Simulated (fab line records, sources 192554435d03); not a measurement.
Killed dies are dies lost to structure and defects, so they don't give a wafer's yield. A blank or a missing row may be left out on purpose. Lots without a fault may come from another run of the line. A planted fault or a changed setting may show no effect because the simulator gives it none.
Chamber matching | flow n5_finfet | N5_HKMG_FIN_ALD_74 on ald_hk-03: 4 sister chambers
The step deposits La2O3, target thk 0.5 nm, pulse time 6 s, co reactant pulse time 1 s. 24 wafers are shown with their chamber, then 12 later ones without.

WAFERS WITH THEIR CHAMBER
wafer  | chamber | heater_power_w (W) | precursor_pulse_height_rel
L076.3 | 1       | 399                | 1.017
L076.4 | 2       | 343                | 1.010
L076.6 | 0       | 312                | 1.013
L077.4 | 3       | 352                | 0.994
L077.5 | 0       | 312                | 0.999
L077.6 | 1       | 406                | 1.014
L079.1 | 3       | 356                | 0.996
L079.2 | 0       | 310                | 1.015
L079.3 | 2       | 349                | 0.993
L079.4 | 1       | 401                | 1.010
L079.5 | 3       | 361                | 1.005
L079.6 | 2       | 348                | 1.043
L083.2 | 2       | 348                | 0.992
L083.3 | 3       | 351                | 0.991
L083.6 | 3       | 359                | 1.041
L084.1 | 3       | 347                | 1.002
L084.2 | 1       | 404                | 1.007
L084.3 | 2       | 344                | 1.001
L084.4 | 0       | 314                | 1.017
L084.5 | 0       | 320                | 0.980
L084.6 | 3       | 344                | 1.007
L085.1 | 2       | 343                | 0.981
L085.4 | 1       | 406                | 1.016
L085.6 | 0       | 312                | 1.032

SIGNATURES (means of the wafers above)
reading                    | chamber 0 | chamber 1 | chamber 2 | chamber 3 | scatter within a chamber
heater_power_w             | 313.33    | 403.20    | 345.83    | 352.86    | 4.3
precursor_pulse_height_rel | 1.00933   | 1.01280   | 1.00333   | 1.00514   | 0.0169
Rule: a wafer's distance from a chamber is the root of the sum, over the readings, of the square of ((its reading less the chamber's mean) divided by the reading's scatter). The wafer belongs to the nearest chamber; if the next one is less than 2 further off, it can't be placed. The scatter: the root of (the sum of the squares of (reading less its chamber's mean) over the shown wafers, divided by (wafers less chambers)).

WAFERS WITHOUT THEIR CHAMBER
wafer  | heater_power_w (W) | precursor_pulse_height_rel
L089.1 | 353                | 1.005
L089.2 | 403                | 1.004
L089.3 | 339                | 0.973
L089.4 | 309                | 0.998
L089.5 | 361                | 0.990
L089.6 | 402                | 0.986
L092.1 | 352                | 0.978
L092.2 | 318                | 0.984
L092.4 | 355                | 0.993
L093.2 | 341                | 1.014
L093.4 | 312                | 1.007
L093.6 | 398                | 0.997

WHICH CHAMBER EACH WENT THROUGH
wafer  | from the rows above     | in truth
L089.1 | can't be placed: 3 or 2 | 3
L089.2 | 1                       | 1
L089.3 | can't be placed: 2 or 3 | 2
L089.4 | 0                       | 0
L089.5 | can't be placed: 3 or 2 | 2
L089.6 | 1                       | 1
L092.1 | can't be placed: 3 or 2 | 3
L092.2 | 0                       | 0
L092.4 | can't be placed: 3 or 2 | 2
L093.2 | can't be placed: 2 or 3 | 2
L093.4 | 0                       | 0
L093.6 | 1                       | 1
Placed correctly: 6 of 12. Can't be placed from these rows: 6 (the true chamber is among the candidates in 6). Placed wrongly: 0.
